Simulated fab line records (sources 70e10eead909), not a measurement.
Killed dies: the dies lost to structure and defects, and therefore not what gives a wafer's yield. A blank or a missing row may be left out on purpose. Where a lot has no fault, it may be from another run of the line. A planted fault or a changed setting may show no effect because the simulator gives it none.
Matching of chambers    flow nand harc    ald metal-04 running NHARC_A_CONTACT_ALD_18: 4 sister chambers
The step deposits TiN, target thk 3 nm, pulse time 1 s, ald cycles 150. 7 wafers are shown with their chamber, then 9 later ones without.

## WAFERS WITH THEIR CHAMBER
wafer   chamber  heater power w (W)  precursor pulse height rel
L082.1  1        1293                1.026
L082.5  0        1023                1.011
L087.1  3        1023                1.012
L089.4  1        1293                1.002
L092.2  3        1031                0.995
L092.3  2        1251                0.990
L092.6  2        1283                0.976

## WAFERS MISSING THEIR CHAMBER
wafer   heater power w (W)  precursor pulse height rel
L094.1  1036                1.005
L094.2  1319                1.000
L094.3  1007                1.039
L094.4  1253                1.012
L094.5  1028                0.987
L094.6  1281                0.998
L096.2  1280                0.974
L096.5  1290                0.977
L096.6  1273                1.032

## EACH ONE'S CHAMBER
wafer   from the rows above      in truth
L094.1  can't be placed: 3 or 0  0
L094.2  can't be placed: 1 or 2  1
L094.3  can't be placed: 0 or 3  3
L094.4  can't be placed: 2 or 1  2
L094.5  can't be placed: 3 or 0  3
L094.6  can't be placed: 1 or 2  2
L096.2  can't be placed: 2 or 1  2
L096.5  can't be placed: 2 or 1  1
L096.6  can't be placed: 1 or 2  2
Correctly placed: 0 of 9. These rows do not allow placing 9 (true chamber among the candidates in 9). Wrongly placed: 0.
How it was worked out, from the rows above alone: a wafer's distance from a chamber is the root of the sum, over the readings, of the square of ((its reading less the chamber's mean) divided by the reading's scatter). The wafer belongs to the nearest chamber; if the next one is less than 2 further off, it can't be placed. A chamber's mean is the mean of its shown wafers. The scatter: take each reading less its chamber's mean, square it, sum over the shown wafers, divide by the number of wafers less the number of chambers, and take the root.
